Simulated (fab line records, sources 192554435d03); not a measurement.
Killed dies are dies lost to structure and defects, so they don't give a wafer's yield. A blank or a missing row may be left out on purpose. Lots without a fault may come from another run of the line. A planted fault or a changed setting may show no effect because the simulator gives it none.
One fault seen from 2 desks | flow n5_finfet | each desk has only its own numbers; what lay behind them comes last

THE METROLOGY DESK
What the gauges read, lot by lot, whatever tool the lot ran on: means of the sampled wafers that have a number. A lot is out of limits, marked OUT, if its mean lies more than 4 standard deviations from the usual mean; the brackets give that distance. Of its 10 readings 7 are shown: those that lie furthest out on some lot.
Columns: A = DIBL_N at N5_BEOL_M4_RC_MEAS_101, usual 36.6 mV/V; B = IOFF_N at N5_BEOL_M4_RC_MEAS_101, usual 0.17 nA/um; C = IOFF_P at N5_BEOL_M4_RC_MEAS_101, usual 0.22 nA/um; D = ION_P at N5_BEOL_M4_RC_MEAS_101, usual 463 uA/um; E = SS_P at N5_BEOL_M4_RC_MEAS_101, usual 73.4 mV/dec; F = VT_N at N5_BEOL_M4_RC_MEAS_101, usual 249 mV; G = VT_P at N5_BEOL_M4_RC_MEAS_101, usual -249 mV
lot  | first seen here | A    | B    | C    | D   | E    | F   | G
L342 | day 7 23:09     | 35.6 | 0.15 | 0.20 | 466 | 72.9 | 250 | -249
L343 | day 8 11:25     | 36.0 | 0.15 | 0.21 | 462 | 72.8 | 252 | -252
L347 | day 9 04:26     | 37.0 | 0.18 | 0.21 | 456 | 73.5 | 249 | -251
L348 | day 9 12:21     | 37.9 | 0.17 | 0.20 | 464 | 73.7 | 251 | -252
L349 | day 9 14:20     | 34.0 | 0.14 | 0.21 | 472 | 72.8 | 250 | -248
L350 | day 9 22:33     | 40.0 | 0.23 | 0.23 | 462 | 74.3 | 245 | -252
L351 | day 10 04:59    | 37.4 | 0.21 | 0.30 | 476 | 74.4 | 248 | -241
L353 | day 10 12:43    | 36.7 | 0.16 | 0.17 | 450 | 72.8 | 251 | -252
L359 | day 12 01:37    | 38.1 | 0.22 | 0.28 | 473 | 74.3 | 244 | -244
L363 | day 13 03:17    | 35.9 | 0.15 | 0.19 | 466 | 73.0 | 251 | -250
L362 | day 13 06:52    | 35.8 | 0.16 | 0.20 | 454 | 73.4 | 247 | -252
This desk's finding: nothing out of limits on any of the 11 lots.

THE TOOL OWNER'S DESK: cvd_co-01
The tool's own readings at N5_BEOL_M1_CVD_47 (deposits Co from CCTBA/H2, target thk 3 nm, time 223.8 s): means of the sampled wafers that have a number, for each lot that ran on this tool. A lot is out of limits, marked OUT, if its mean lies more than 4 standard deviations from the usual mean; the brackets give that distance.
Columns: A = run_length_s at N5_BEOL_M1_CVD_47, usual 246.7 s
lot  | first seen here | A
L343 | day 6 13:17     | 247.3
L347 | day 7 14:36     | 246.4
L348 | day 7 20:09     | 246.8
L351 | day 8 17:11     | 247.1
L359 | day 10 16:05    | 214.8 (-53) OUT
L362 | day 11 09:41    | 183.3 (-99 or more) OUT
L363 | day 11 18:05    | 226.2 (-34) OUT
This desk's finding: out of limits on L359, L362, L363; first on L359, day 10 16:05 (run_length_s at N5_BEOL_M1_CVD_47). In limits: L343, L347, L348, L351.

PUT TOGETHER
The tool owner's desk could have raised an alarm at day 10 16:05, on L359, L362, L363.
The metrology desk saw nothing out of limits.
The metrology desk has L359, L362, L363 on record, within its limits.
Of the lots named, all ran N5_BEOL_M1_CVD_47 on cvd_co-01.

WHAT THE SIMULATOR HAD PUT IN
Process parameter drift: cvd_co-01, from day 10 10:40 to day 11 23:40, at N5_BEOL_M1_CVD_47. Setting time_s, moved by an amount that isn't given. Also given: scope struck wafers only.
Lots struck among those shown: L359, L362, L363.
Hours from the fault's start to each desk's first reading out of limits: the tool owner's desk, 5.
